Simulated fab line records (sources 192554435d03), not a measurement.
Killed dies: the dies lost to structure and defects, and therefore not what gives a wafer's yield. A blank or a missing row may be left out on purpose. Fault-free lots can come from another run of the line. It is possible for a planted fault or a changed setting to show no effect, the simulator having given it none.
Matching of chambers || flow n5-finfet || 4 sister chambers for N5_BEOL_M2_ETCHBACK_99 on rie-diel-03
The step etches SiO2 in CHF3, target depth 5 nm, time 10.4 s. 4 wafers are shown with their chamber, then 7 later ones without.

== WAFERS WITH THEIR CHAMBER ==
{"wafer": "L087.3", "chamber": 2, "drypump-motor-current-A (A)": 5.7}
{"wafer": "L087.6", "chamber": 1, "drypump-motor-current-A (A)": 5.8}
{"wafer": "L082.2", "chamber": 0, "drypump-motor-current-A (A)": 6.0}
{"wafer": "L082.4", "chamber": 3, "drypump-motor-current-A (A)": 5.1}

== WAFERS MISSING THEIR CHAMBER ==
{"wafer": "L082.5", "drypump-motor-current-A (A)": 5.1}
{"wafer": "L093.1", "drypump-motor-current-A (A)": 5.7}
{"wafer": "L093.4", "drypump-motor-current-A (A)": 5.6}
{"wafer": "L093.6", "drypump-motor-current-A (A)": 5.1}
{"wafer": "L097.2", "drypump-motor-current-A (A)": 5.8}
{"wafer": "L097.4", "drypump-motor-current-A (A)": 5.7}
{"wafer": "L097.6", "drypump-motor-current-A (A)": 5.8}

== WHICH CHAMBER EACH WENT THROUGH ==
{"wafer": "L082.5", "from the rows above": 3, "in truth": 3}
{"wafer": "L093.1", "from the rows above": 2, "in truth": 2}
{"wafer": "L093.4", "from the rows above": 2, "in truth": 2}
{"wafer": "L093.6", "from the rows above": 3, "in truth": 3}
{"wafer": "L097.2", "from the rows above": 1, "in truth": 1}
{"wafer": "L097.4", "from the rows above": 2, "in truth": 2}
{"wafer": "L097.6", "from the rows above": 1, "in truth": 1}
Correctly placed: 7 of 7. Can't be placed from these rows: 0. Number placed wrongly: 0.
How it was worked out, from the rows above alone: a wafer's distance from a chamber is the root of the sum, over the readings, of the square of ((its reading less the chamber's mean) divided by the reading's scatter). The wafer belongs to the nearest chamber; if the next one is less than 2 further off, it can't be placed. The mean given for a chamber averages the wafers shown for that chamber. The scatter: with one shown wafer a chamber, the root of the mean of the squares of how far each hidden wafer lies from its nearest shown one.
